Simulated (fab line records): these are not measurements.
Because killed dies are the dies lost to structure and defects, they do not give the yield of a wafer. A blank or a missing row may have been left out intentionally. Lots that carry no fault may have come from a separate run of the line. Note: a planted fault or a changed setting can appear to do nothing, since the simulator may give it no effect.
Matching of chambers | flow nand-harc | rie-diel-04 running NHARC_A_CONTACT_ETCH_88: 4 sister chambers
The step etches the open film in CF4, target depth 39 nm, time 65 s. 36 wafers are shown with their chamber, then 12 later ones without.

== EACH WAFER AND ITS CHAMBER ==
wafer  | chamber | showerhead-plenum-p-Torr (Torr) | drypump-motor-current-A (A) | oes-product-au (a.u.)
L074.1 | 0       | 1.75                            | 6.0                         | 1.012
L074.5 | 1       | 1.76                            | 5.0                         | 0.977
L074.6 | 2       | 1.81                            | 5.8                         | 1.009
L077.1 | 2       | 1.81                            | 5.7                         | 1.011
L077.4 | 0       | 1.75                            | 6.0                         | 1.016
L077.6 | 0       | 1.75                            | 5.9                         | 1.010
L078.1 | 3       | 1.85                            | 5.4                         | 1.006
L078.5 | 3       | 1.85                            | 5.4                         | 1.010
L078.6 | 0       | 1.75                            | 6.0                         | 1.004
L079.1 | 2       | 1.81                            | 5.8                         | 1.001
L079.2 | 3       | 1.85                            | 5.5                         | 1.021
L079.6 | 1       | 1.76                            | 5.1                         | 0.963
L082.1 | 1       | 1.76                            | 5.0                         | 0.984
L082.4 | 3       | 1.85                            | 5.4                         | 1.007
L082.6 | 2       | 1.81                            | 5.8                         | 1.009
L084.2 | 2       | 1.81                            | 5.8                         | 1.008
L084.4 | 3       | 1.85                            | 5.4                         | 1.013
L084.6 | 2       | 1.81                            | 5.8                         | 1.015
L080.1 | 0       | 1.74                            | 6.0                         | 1.016
L080.3 | 3       | 1.85                            | 5.4                         | 1.014
L080.5 | 1       | 1.75                            | 5.1                         | 0.965
L086.1 | 3       | 1.85                            | 5.5                         | 1.002
L086.2 | 2       | 1.81                            | 5.8                         | 1.009
L086.5 | 2       | 1.81                            | 5.8                         | 1.013
L087.1 | 1       | 1.75                            | 5.1                         | 0.972
L087.4 | 0       | 1.74                            | 5.9                         | 1.011
L087.6 | 3       | 1.85                            | 5.4                         | 1.006
L088.2 | 1       | 1.75                            | 5.1                         | 1.006
L088.3 | 2       | 1.81                            | 5.8                         | 1.009
L088.6 | 1       | 1.75                            | 5.0                         | 0.996
L091.4 | 1       | 1.75                            | 5.0                         | 0.997
L091.5 | 0       | 1.74                            | 5.9                         | 1.010
L091.6 | 3       | 1.85                            | 5.4                         | 0.997
L090.1 | 2       | 1.81                            | 5.8                         | 1.018
L090.3 | 3       | 1.84                            | 5.4                         | 0.994
L090.6 | 1       | 1.75                            | 5.1                         | 0.996

SIGNATURES (means of the wafers above)
reading                  | chamber 0 | chamber 1 | chamber 2 | chamber 3 | scatter within a chamber
showerhead-plenum-p-Torr | 1.7457    | 1.7533    | 1.8100    | 1.8490    | 0.0038
drypump-motor-current-A  | 5.957     | 5.056     | 5.790     | 5.420     | 0.0448
oes-product-au           | 1.01129   | 0.98400   | 1.01020   | 1.00700   | 0.00937
Rule: for each reading, subtract the chamber's mean from the wafer's reading, divide by that reading's scatter and square the result; add these up over the readings and take the root, which gives the wafer's distance from the chamber. If the next closest chamber is less than 2 further off than the closest, the wafer can't be placed; otherwise it belongs to the closest. How the scatter is found: for the shown wafers, subtract from each reading the mean of its chamber, square and add these, divide the total by (wafers less chambers), then take the root.

== WAFERS WITH NO CHAMBER GIVEN ==
wafer  | showerhead-plenum-p-Torr (Torr) | drypump-motor-current-A (A) | oes-product-au (a.u.)
L092.3 | 1.81                            | 5.8                         | 1.008
L092.4 | 1.75                            | 5.1                         | 0.994
L092.6 | 1.81                            | 5.8                         | 1.014
L094.1 | 1.81                            | 5.8                         | 1.012
L094.2 | 1.84                            | 5.4                         | 0.982
L094.5 | 1.81                            | 5.8                         | 1.013
L096.1 | 1.84                            | 5.4                         | 1.000
L096.2 | 1.74                            | 5.9                         | 1.013
L096.6 | 1.81                            | 5.8                         | 1.025
L097.3 | 1.84                            | 5.5                         | 1.006
L097.4 | 1.74                            | 5.9                         | 1.001
L097.6 | 1.84                            | 5.5                         | 1.005

== CHAMBER TAKEN BY EACH ==
wafer  | from the rows above | in truth
L092.3 | 2                   | 2
L092.4 | 1                   | 1
L092.6 | 2                   | 2
L094.1 | 2                   | 2
L094.2 | 3                   | 3
L094.5 | 2                   | 2
L096.1 | 3                   | 3
L096.2 | 0                   | 0
L096.6 | 2                   | 2
L097.3 | 3                   | 3
L097.4 | 0                   | 0
L097.6 | 3                   | 3
12 of 12 placed correctly. Number that these rows cannot place: 0. Number placed wrongly: 0.
